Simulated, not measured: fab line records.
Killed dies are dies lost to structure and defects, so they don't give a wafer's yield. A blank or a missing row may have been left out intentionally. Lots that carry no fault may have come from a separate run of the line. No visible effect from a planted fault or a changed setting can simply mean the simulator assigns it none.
Which tool was responsible? -- flow n5_finfet -- Sampling: 11 lots, 30 wafers, 5 of 1938 route steps

== WHAT THE GAUGES READ, wafer by wafer ==
N5_BEOL_M4_RC_MEAS_101. Usual: DIBL_N 36.5 mV/V, standard deviation 1.4; DIBL_P 36.5 mV/V, standard deviation 1.6; IOFF_N 0.163 nA/um, standard deviation 0.022; IOFF_N_85C 3.1 nA/um, standard deviation 0.37; IOFF_N_LIN 0.075 nA/um, standard deviation 0.0087; IOFF_P 0.219 nA/um, standard deviation 0.029; ION_N 675 uA/um, standard deviation 8.3; ION_P 464 uA/um, standard deviation 6.2; REXT_N 74.7 ohm.um, standard deviation 1.6; SS_N 71.5 mV/dec, standard deviation 0.52; SS_P 73.4 mV/dec, standard deviation 0.57; VT_N 249.7 mV, standard deviation 2.6; VT_N_LVT 98.2 mV, standard deviation 2.7; VT_P -250 mV, standard deviation 3.
lot,measured,on,DIBL_N (mV/V),DIBL_P (mV/V),IOFF_N (nA/um),IOFF_N_85C (nA/um),IOFF_N_LIN (nA/um),IOFF_P (nA/um),ION_N (uA/um),ION_P (uA/um),REXT_N (ohm.um),SS_N (mV/dec),SS_P (mV/dec),VT_N (mV),VT_N_LVT (mV),VT_P (mV),flag
L585,day 7 20:59,prober-02,35.8 38.3 36.7,35.3 37.5 37.0,0.140 0.177 0.152,2.7 3.3 2.9,0.067 0.078 0.072,0.185 0.224 0.201,661 671 670,459 462 465,75.7 73.7 74.3,71.2 72.1 71.2,72.5 73.1 72.9,250.8 248.6 249.0,99.5 98.4 99.5,-250 -247 -249,
L587,day 8 15:29,prober-01,37.4 34.2 36.5,38.1 34.8 38.0,0.189 0.134 0.174,3.6 2.6 3.3,0.082 0.063 0.078,0.216 0.174 0.213,673 666 676,455 453 461,74.4 73.2 73.6,72.7 71.4 72.3,73.7 73.3 73.4,247.7 251.4 250.6,96.8 101.4 97.6,-251 -255 -251,
L590,day 9 09:45,prober-02,43.5 37.9,34.1 36.5,0.317 0.191,5.6 3.7,0.123 0.084,0.178 0.215,717 691,462 463,64.6 73.0,72.9 72.1,73.3 73.6,241.4 248.8,86.9 95.1,-255 -253,OFF
L593,day 9 23:01,prober-01,45.2 35.3,35.5 34.8,0.375 0.140,6.3 2.8,0.137 0.069,0.244 0.230,723 676,464 472,67.6 76.6,73.6 71.5,73.1 72.8,237.1 250.8,86.6 100.4,-247 -248,OFF
L595,day 10 22:05,prober-02,45.5 37.5,37.8 37.8,0.382 0.161,6.3 3.1,0.142 0.074,0.226 0.217,726 678,471 458,65.1 75.4,73.1 72.0,73.8 73.4,236.4 250.7,85.5 100.0,-250 -250,OFF
L598,day 11 06:36,prober-01,34.8 35.3 36.8,35.5 36.7 38.5,0.147 0.165 0.186,2.9 3.2 3.6,0.069 0.077 0.083,0.234 0.258 0.295,664 683 668,466 474 473,74.5 73.9 74.2,71.8 72.0 73.2,73.1 73.3 73.8,249.3 247.6 245.2,100.6 97.9 97.8,-247 -245 -242,
L601,day 11 22:12,prober-02,35.7 33.7 35.3,36.0 32.7 35.5,0.149 0.110 0.152,2.9 2.3 3.0,0.070 0.055 0.073,0.210 0.162 0.212,663 665 682,454 457 468,75.8 74.9 76.3,70.7 70.4 71.2,72.8 72.7 73.4,249.4 255.0 249.5,99.1 103.5 97.3,-250 -256 -247,
L603,day 12 19:00,prober-01,37.9 38.4 39.1,38.8 39.5 39.8,0.177 0.187 0.197,3.4 3.6 3.7,0.081 0.087 0.090,0.227 0.243 0.247,684 682 685,464 465 468,73.9 73.6 74.0,71.6 71.8 71.8,73.8 74.3 74.1,247.7 247.3 247.4,96.1 95.7 95.5,-250 -249 -246,
L605,day 13 02:41,prober-02,38.5 38.7 38.1,38.0 37.9 37.6,0.175 0.184 0.174,3.3 3.5 3.3,0.081 0.083 0.081,0.240 0.244 0.248,681 666 685,464 460 471,76.2 75.6 76.2,71.3 71.4 71.4,74.3 74.3 74.0,250.5 248.6 247.6,97.8 97.0 97.1,-247 -248 -247,
L606,day 13 10:22,prober-01,35.9 34.6 36.0,37.2 35.2 37.6,0.158 0.136 0.166,3.1 2.7 3.2,0.073 0.065 0.077,0.203 0.166 0.203,675 668 682,467 458 463,73.0 73.6 73.8,71.4 70.9 71.8,73.2 73.3 73.5,251.6 251.9 249.8,96.3 98.9 95.7,-253 -258 -252,
L608,day 14 04:43,prober-02,36.6 37.2 34.9,35.7 36.7 33.8,0.149 0.164 0.132,2.9 3.1 2.6,0.071 0.075 0.065,0.218 0.243 0.196,661 665 667,460 458 467,77.4 75.9 76.3,71.8 72.8 71.7,73.4 73.9 72.7,251.6 250.0 254.0,102.8 101.3 103.2,-250 -248 -251,

== WHICH TOOL RAN EACH LOT (tool, then ch and the chambers of the sampled wafers, then the start) ==
lot,N5_SD_EPI_N_VAPOR_ETCH_50,N5_BEOL_M4_ANNEAL_91,N5_BEOL_M4_ANNEAL_93,N5_BEOL_M4_DEP_57
L585,"epi_rpcvd-02 ch 0, day 3 01:46","pvd_sputter-01, day 7 18:55","pvd_sputter-01, day 7 19:08","pecvd-03 ch 1,2, day 7 20:28"
L587,"epi_rpcvd-02 ch 0, day 3 13:13","pvd_sputter-01, day 8 13:29","pvd_sputter-01, day 8 13:42","pecvd-03 ch 1,2, day 8 15:04"
L590,"epi_rpcvd-02 ch 0, day 4 09:42","pvd_sputter-03, day 9 07:52","pvd_sputter-03, day 9 08:05","pecvd-04 ch 2, day 9 09:29"
L593,"epi_rpcvd-02 ch 0, day 5 03:07","pvd_sputter-03, day 9 21:01","pvd_sputter-03, day 9 21:14","pecvd-01 ch 0, day 9 22:35"
L595,"epi_rpcvd-02 ch 0, day 5 14:39","pvd_sputter-01, day 10 20:05","pvd_sputter-01, day 10 20:19","pecvd-03 ch 0, day 10 21:39"
L598,"epi_rpcvd-04 ch 0, day 6 12:47","pvd_sputter-02, day 11 04:44","pvd_sputter-02, day 11 04:57","pecvd-04 ch 0,2, day 11 06:20"
L601,"epi_rpcvd-01 ch 0, day 7 08:25","pvd_sputter-02, day 11 20:29","pvd_sputter-02, day 11 20:43","pecvd-03 ch 0,1, day 11 22:04"
L603,"epi_rpcvd-01 ch 0, day 7 15:04","pvd_sputter-01, day 12 16:57","pvd_sputter-01, day 12 17:10","pecvd-01 ch 0,2, day 12 18:34"
L605,"epi_rpcvd-04 ch 0, day 8 06:44","pvd_sputter-02, day 13 01:00","pvd_sputter-02, day 13 01:13","pecvd-01 ch 0,1,2, day 13 02:34"
L606,"epi_rpcvd-02 ch 0, day 8 08:12","pvd_sputter-02, day 13 08:29","pvd_sputter-02, day 13 08:42","pecvd-04 ch 1,2, day 13 10:04"
L608,"epi_rpcvd-02 ch 0, day 8 20:44","pvd_sputter-01, day 14 03:02","pvd_sputter-01, day 14 03:16","pecvd-04 ch 0,2, day 14 04:36"
- N5_SD_EPI_N_VAPOR_ETCH_50: etches Si in HCl, time 54 s.
- N5_BEOL_M4_ANNEAL_91: time 240 s.
- N5_BEOL_M4_ANNEAL_93: time 240 s.
- N5_BEOL_M4_DEP_57: deposits SiCN from 3MS/NH3, target thk 8 nm, time 14 s.

== AS READ BY THE TOOLS THEMSELVES (means over the sampled wafers that have a number; for cases with no such wafer, the mark the record gives instead) ==
N5_SD_EPI_N_VAPOR_ETCH_50. Usual: throttle_valve_pct 11.7 %, standard deviation 0.51.
lot,tool,throttle_valve_pct (%),flag
L585,epi_rpcvd-02,12.3,
L587,epi_rpcvd-02,12.3,
L590,epi_rpcvd-02,12.1,
L593,epi_rpcvd-02,12.2,
L595,epi_rpcvd-02,12.3,
L598,epi_rpcvd-04,11.1,
L601,epi_rpcvd-01,11.5,
L603,epi_rpcvd-01,11.5,
L605,epi_rpcvd-04,11.2,
L606,epi_rpcvd-02,12.2,
L608,epi_rpcvd-02,12.2,

N5_BEOL_M4_ANNEAL_91. Usual: heater_power_w 835 W, standard deviation 110.
lot,tool,heater_power_w (W),flag
L585,pvd_sputter-01,690,
L587,pvd_sputter-01,780,
L590,pvd_sputter-03,834,
L593,pvd_sputter-03,943,
L595,pvd_sputter-01,900,
L598,pvd_sputter-02,859,
L601,pvd_sputter-02,862,
L603,pvd_sputter-01,692,
L605,pvd_sputter-02,818,
L606,pvd_sputter-02,806,
L608,pvd_sputter-01,769,

N5_BEOL_M4_ANNEAL_93. Usual: heater_power_w 832 W, standard deviation 110.
lot,tool,heater_power_w (W),flag
L585,pvd_sputter-01,699,
L587,pvd_sputter-01,780,
L590,pvd_sputter-03,857,
L593,pvd_sputter-03,918,
L595,pvd_sputter-01,908,
L598,pvd_sputter-02,871,
L601,pvd_sputter-02,865,
L603,pvd_sputter-01,692,
L605,pvd_sputter-02,806,
L606,pvd_sputter-02,805,
L608,pvd_sputter-01,785,

N5_BEOL_M4_DEP_57. Usual: showerhead_plenum_p_Torr 3.667 Torr, standard deviation 0.012; throttle_valve_pct 9.0 %, standard deviation 0.52.
lot,tool,showerhead_plenum_p_Torr (Torr),throttle_valve_pct (%),flag
L585,pecvd-03,3.677,8.7,
L587,pecvd-03,3.681,8.8,
L590,pecvd-04,3.672,8.6,
L593,pecvd-01,3.655,9.7,
L595,pecvd-03,3.683,8.7,
L598,pecvd-04,3.668,8.9,
L601,pecvd-03,3.684,9.0,
L603,pecvd-01,3.665,9.6,
L605,pecvd-01,3.659,9.2,
L606,pecvd-04,3.667,8.7,
L608,pecvd-04,3.669,9.5,

== THE ANSWER, worked out from the rows above alone ==
Rule: lot off if the mean of its wafers having a number is beyond 3 standard deviations from the usual mean. Also off: a lot with no number at a reading for which 4 or more lots have one. Any other lot the step has rows for is counted as sound. Order of review: gauges by route order, followed by the tools' own readings, for which a lot's mean as printed above is used. The first step at which some lot is off is used, and at that step the reading that is off furthest; a lot without a number counts as furthest.
Off: at N5_BEOL_M4_RC_MEAS_101 (IOFF_N), L590, L593, L595.
A tool fits if, at a process step before that reading, it ran every lot that is off, and no sound lot after the first of them. The gauges at N5_BEOL_M4_RC_MEAS_101 are tried like those tools. None of those tried fits.

== WHAT WAS PUT IN BY THE SIMULATOR ==
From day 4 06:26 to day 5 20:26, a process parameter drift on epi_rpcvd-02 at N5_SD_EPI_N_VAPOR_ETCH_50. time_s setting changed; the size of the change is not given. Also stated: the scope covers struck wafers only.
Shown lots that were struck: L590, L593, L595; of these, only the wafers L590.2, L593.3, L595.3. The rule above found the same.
